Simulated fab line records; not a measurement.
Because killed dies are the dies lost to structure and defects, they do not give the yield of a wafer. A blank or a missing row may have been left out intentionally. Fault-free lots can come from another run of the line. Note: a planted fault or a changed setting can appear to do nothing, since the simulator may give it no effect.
Which tool did it? ; flow nandHarc ; 12 lots, 36 wafers sampled, at 5 steps of a route of 1302

## WHAT THE GAUGES SHOWED, per wafer
NHARC_END_SORT_01.
lot;measured;on;defectLimitedYield (%);killedAtArray;killedAtOther;killedAtPeriphery;killedDies;killedOpen;killedShort
L281;day 25 17:52;prober-02;92.6 93.1 92.6;48 37 41;1 4 2;1 6 7;50 47 50;2 5 3;3 0 1
L288;day 32 01:22;prober-01;88.3 73.7 75.2;72 166 166;1 1 1;6 11 1;79 178 168;2 2 4;1 2 4
L293;day 32 09:58;prober-01;92.8 92.3 92.6;45 43 39;1 0 1;3 9 10;49 52 50;9 2 3;3 4 3

## TOOL THAT RAN EACH LOT (tool first, then ch and the chambers of the sampled wafers, then the start)
lot;NHARC_A_M1_PVD_20;NHARC_A_BONDPAD_ETCH_24;NHARC_A_BONDPAD_PVD_17;NHARC_THIN_TSV_ETCH_15
L277;pvdSputter-01, day 22 12:51;rieDiel-12 ch 1,2,3, day 23 05:47 or earlier;pvdSputter-01, day 23 05:47 or earlier;rieSi-02 ch 0,2,3, day 23 05:47
L279;pvdSputter-02, day 23 14:50;rieDiel-03 ch 0,3, day 24 13:16 or earlier;pvdSputter-02, day 24 13:16 or earlier;rieSi-02 ch 2,3, day 24 13:16
L281;pvdSputter-03, day 24 05:29;rieDiel-12 ch 0,2,3, day 25 01:17 or earlier;pvdSputter-03, day 25 01:17 or earlier;rieSi-01 ch 2,3, day 25 01:17
L282;pvdSputter-02, day 24 09:03;rieDiel-12 ch 1,2, day 25 03:34 or earlier;pvdSputter-03, day 25 03:34 or earlier;rieSi-04 ch 2,3, day 25 03:34
L283;pvdSputter-03, day 25 23:30;rieDiel-12 ch 1,2, day 30 08:51 or earlier;pvdSputter-03, day 30 08:51 or earlier;rieSi-01 ch 0,1, day 30 08:51
L288;pvdSputter-02, day 28 00:49;rieDiel-12 ch 1,2, day 30 14:56 or earlier;pvdSputter-03, day 30 14:56 or earlier;rieSi-01 ch 0,3, day 30 14:56
L293;pvdSputter-03, day 29 05:38;rieDiel-12 ch 1,2, day 30 17:09 or earlier;pvdSputter-03, day 30 17:09 or earlier;rieSi-01 ch 0,1, day 30 17:09
L297;pvdSputter-02, day 31 00:44;rieDiel-12 ch 1,2,3, day 32 05:17 or earlier;pvdSputter-03, day 32 05:17 or earlier;rieSi-01 ch 0,2,3, day 32 05:17
L296;pvdSputter-02, day 31 01:19;rieDiel-11 ch 0,2,3, day 32 03:58 or earlier;pvdSputter-01, day 32 03:58 or earlier;rieSi-04 ch 0,2,3, day 32 03:58
L298;pvdSputter-01, day 31 07:03;rieDiel-12 ch 0,1,2, day 32 06:29 or earlier;pvdSputter-01, day 32 06:29 or earlier;rieSi-02 ch 1,3, day 32 06:29
L299;pvdSputter-02, day 32 08:04;rieDiel-11 ch 0,1, day 33 03:14 or earlier;pvdSputter-01, day 33 03:14 or earlier;rieSi-04 ch 0,2,3, day 33 03:14
L300;pvdSputter-03, day 33 06:29;rieDiel-11 ch 1,2,3, day 34 01:37 or earlier;pvdSputter-02, day 34 01:37 or earlier;rieSi-01 ch 0,2,3, day 34 01:37
- NHARC_A_M1_PVD_20: deposits TaN, target thk 5 nm, time 8.06 s.
- NHARC_A_BONDPAD_ETCH_24: etches the open film in CF4/N2, target depth 30 nm, time 72.99 s.
- NHARC_A_BONDPAD_PVD_17: deposits TaN, target thk 5 nm, time 8.06 s.
- NHARC_THIN_TSV_ETCH_15: target depth 3000 nm, bosch target overetch cycles 2, bosch etch step 2.8 s.

## WHAT THE TOOLS THEMSELVES READ (means of the sampled wafers that have a number; where no wafer has one, the mark that the record gives instead)
NHARC_A_M1_PVD_20.
lot;tool;throttleValvePct (%)
L277;pvdSputter-01;30.9
L279;pvdSputter-02;30.9
L281;pvdSputter-03;30.5
L282;pvdSputter-02;30.8
L283;pvdSputter-03;31.2
L288;pvdSputter-02;30.0
L293;pvdSputter-03;30.6
L297;pvdSputter-02;30.3
L296;pvdSputter-02;30.2
L298;pvdSputter-01;30.7
L299;pvdSputter-02;30.5
L300;pvdSputter-03;30.8

NHARC_A_BONDPAD_ETCH_24.
lot;tool;drypumpMotorCurrentA (A);oesProductAu (a.u.);rfFwdPowerW (W);rfVppV (V);showerheadPlenumPTorr (Torr);throttleValvePct (%)
L277;rieDiel-12;5.9;0.999;297.5;314.0;2.63;19.791
L279;rieDiel-03;6.1;0.996;297.3;316.4;2.76;19.797
L281;rieDiel-12;5.8;0.994;296.7;314.6;2.65;19.794
L282;rieDiel-12;6.3;1.002;297.2;316.9;2.71;19.797
L283;rieDiel-12;6.3;1.004;297.3;315.8;2.71;19.791
L288;rieDiel-12;6.3;0.999;298.5;315.1;2.71;19.792
L293;rieDiel-12;6.3;1.002;297.9;316.0;2.71;19.805
L297;rieDiel-12;6.0;1.002;297.3;314.1;2.63;19.797
L296;rieDiel-11;5.5;1.005;296.9;314.5;2.61;19.797
L298;rieDiel-12;6.1;0.999;297.0;316.6;2.73;19.787
L299;rieDiel-11;5.5;1.000;297.0;314.2;2.63;19.779
L300;rieDiel-11;5.8;0.998;296.5;313.9;2.66;19.792

NHARC_A_BONDPAD_PVD_17.
lot;tool;throttleValvePct (%)
L277;pvdSputter-01;30.9
L279;pvdSputter-02;30.1
L281;pvdSputter-03;31.2
L282;pvdSputter-03;30.7
L283;pvdSputter-03;30.5
L288;pvdSputter-03;30.4
L293;pvdSputter-03;31.1
L297;pvdSputter-03;30.3
L296;pvdSputter-01;30.8
L298;pvdSputter-01;30.5
L299;pvdSputter-01;30.4
L300;pvdSputter-02;30.2

NHARC_THIN_TSV_ETCH_15.
lot;tool;drypumpMotorCurrentA (A)
L277;rieSi-02;6.1
L279;rieSi-02;6.0
L281;rieSi-01;6.0
L282;rieSi-04;6.3
L283;rieSi-01;5.3
L288;rieSi-01;5.5
L293;rieSi-01;5.3
L297;rieSi-01;5.7
L296;rieSi-04;6.1
L298;rieSi-02;6.4
L299;rieSi-04;6.0
L300;rieSi-01;5.7

## THE ANSWER, worked out from the rows above alone
Rule: the lots themselves supply what counts as usual. The widest of any qualifying gaps counts: lots, ordered by their means at a reading, are off when they make up no more than a third of the lots, leave a main group of 4 or more, and stand apart from it by 3 or more times the standard deviation of that group's means. The tables above print the reading to a certain number of digits; a main group whose means all agree to those digits is not used. Also off: a lot with no number at a reading for which 4 or more lots have one. Where the step has rows for the other lots, those lots are counted as sound. The gauges are gone through in route order, then the tools' own readings, and for those a lot's mean is taken as printed above. At the first step where some lot is off, the reading lying furthest off is the one used; lots without a number count as furthest.
No lot is off at any reading shown: from this, nothing can be told.

## WHAT HAD BEEN PUT IN BY THE SIMULATOR
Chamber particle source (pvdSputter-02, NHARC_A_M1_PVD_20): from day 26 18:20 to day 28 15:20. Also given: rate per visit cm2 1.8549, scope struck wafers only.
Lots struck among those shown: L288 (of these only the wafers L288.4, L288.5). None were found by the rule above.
